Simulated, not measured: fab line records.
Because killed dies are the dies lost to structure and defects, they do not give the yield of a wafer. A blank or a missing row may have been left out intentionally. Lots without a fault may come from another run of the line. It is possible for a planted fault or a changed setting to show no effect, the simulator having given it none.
Matching of chambers    flow n5_finfet    N5_FIN_SAQP_ETCH_67 on rie_diel-03 has 4 sister chambers
The step etches SiNx in CH3F/O2, target depth 30 nm. 27 wafers are shown with their chamber, then 12 later ones without.

== WAFERS, EACH WITH ITS CHAMBER ==
wafer   chamber  drypump_motor_current_A (A)  throttle_valve_pct (%)  showerhead_plenum_p_Torr (Torr)
L075.3  1        5.8                          16.40                   1.89
L075.5  3        5.1                          16.49                   1.92
L075.6  0        6.0                          16.58                   2.08
L081.1  2        5.6                          16.40                   2.11
L081.2  3        5.1                          16.51                   1.91
L081.5  2        5.7                          16.41                   2.11
L084.1  3        5.1                          16.53                   1.91
L084.4  0        6.0                          16.64                   2.07
L084.5  3        5.1                          16.53                   1.91
L085.2  1        5.8                          15.98                   2.14
L085.5  1        5.8                          15.97                   2.14
L085.6  2        5.7                          16.43                   2.11
L086.1  0        6.0                          16.63                   2.07
L086.2  2        5.6                          16.43                   2.11
L086.3  1        5.8                          15.98                   2.14
L086.4  3        5.1                          16.55                   1.91
L086.5  1        5.8                          15.98                   2.14
L086.6  2        5.6                          16.44                   2.11
L087.3  3        5.1                          16.53                   1.91
L087.5  2        5.7                          16.43                   2.11
L087.6  3        5.1                          16.54                   1.91
L088.1  2        5.6                          16.44                   2.11
L088.2  1        5.8                          16.01                   2.13
L088.3  3        5.1                          16.54                   1.91
L092.1  1        5.8                          16.02                   2.13
L092.2  0        6.0                          16.66                   2.07
L092.3  3        5.1                          16.54                   1.91

SIGNATURES (means of the wafers above)
reading                   chamber 0  chamber 1  chamber 2  chamber 3  scatter within a chamber
drypump_motor_current_A   6.000      5.800      5.643      5.100      0.0273
throttle_valve_pct        16.6275    16.0486    16.4257    16.5289    0.0817
showerhead_plenum_p_Torr  2.0725     2.1014     2.1100     1.9111     0.0478
Rule: a wafer lies at a distance from a chamber equal to the root of the sum of squares, over the readings, of (its reading less the chamber's mean, divided by the reading's scatter). If the next closest chamber is less than 2 further off than the closest, the wafer can't be placed; otherwise it belongs to the closest. The scatter: take each reading less its chamber's mean, square it, sum over the shown wafers, divide by the number of wafers less the number of chambers, and take the root.

== WAFERS WITHOUT THEIR CHAMBER ==
wafer   drypump_motor_current_A (A)  throttle_valve_pct (%)  showerhead_plenum_p_Torr (Torr)
L092.4  5.6                          16.44                   2.10
L092.5  5.8                          15.99                   2.13
L092.6  6.0                          16.65                   2.07
L093.1  6.0                          16.67                   2.07
L093.4  5.7                          16.47                   2.10
L093.6  6.0                          16.65                   2.07
L096.1  5.6                          16.49                   2.10
L096.2  5.8                          16.03                   2.13
L096.3  5.1                          16.56                   1.90
L096.4  6.0                          16.69                   2.06
L096.5  5.8                          16.02                   2.13
L096.6  6.0                          16.66                   2.06

== THE CHAMBER EACH PASSED THROUGH ==
wafer   from the rows above  in truth
L092.4  2                    2
L092.5  1                    1
L092.6  0                    0
L093.1  0                    0
L093.4  2                    2
L093.6  0                    0
L096.1  2                    2
L096.2  1                    1
L096.3  3                    3
L096.4  0                    0
L096.5  1                    1
L096.6  0                    0
Correctly placed: 12 of 12. Number that these rows cannot place: 0. Number placed wrongly: 0.
